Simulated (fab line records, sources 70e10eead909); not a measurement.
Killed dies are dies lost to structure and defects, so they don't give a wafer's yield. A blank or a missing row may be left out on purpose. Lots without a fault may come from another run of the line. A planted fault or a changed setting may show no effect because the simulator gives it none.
Chamber matching | flow nand_harc | NHARC_A_M0_ETCH_34 on rie_diel-13: 4 sister chambers
The step etches the open film in N2/H2, target depth 40 nm, overetch 12 nm, time 43.94 s. 8 wafers are shown with their chamber, then 7 later ones without.

WAFERS WITH THEIR CHAMBER
wafer  | chamber | showerhead_plenum_p_Torr (Torr) | oes_product_au (a.u.)
L082.2 | 3       | 1.96                            | 1.021
L088.3 | 1       | 2.09                            | 1.007
L088.4 | 0       | 2.08                            | 0.978
L089.1 | 1       | 2.09                            | 1.001
L089.3 | 2       | 2.14                            | 1.026
L089.4 | 3       | 1.96                            | 1.009
L091.3 | 0       | 2.07                            | 0.978
L091.5 | 2       | 2.14                            | 1.019

WAFERS WITHOUT THEIR CHAMBER
wafer  | showerhead_plenum_p_Torr (Torr) | oes_product_au (a.u.)
L091.6 | 1.96                            | 1.009
L093.1 | 2.14                            | 1.018
L093.4 | 2.07                            | 0.996
L093.6 | 2.14                            | 1.022
L094.1 | 2.07                            | 1.001
L094.2 | 1.96                            | 1.011
L094.5 | 2.07                            | 1.001

WHICH CHAMBER EACH WENT THROUGH
wafer  | from the rows above     | in truth
L091.6 | 3                       | 3
L093.1 | 2                       | 2
L093.4 | 0                       | 0
L093.6 | 2                       | 2
L094.1 | can't be placed: 0 or 1 | 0
L094.2 | 3                       | 3
L094.5 | can't be placed: 0 or 1 | 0
Placed correctly: 5 of 7. Can't be placed from these rows: 2 (the true chamber is among the candidates in 2). Placed wrongly: 0.
How it was worked out, from the rows above alone: a wafer's distance from a chamber is the root of the sum, over the readings, of the square of ((its reading less the chamber's mean) divided by the reading's scatter). The wafer belongs to the nearest chamber; if the next one is less than 2 further off, it can't be placed. A chamber's mean is the mean of its shown wafers. The scatter: the root of (the sum of the squares of (reading less its chamber's mean) over the shown wafers, divided by (wafers less chambers)).
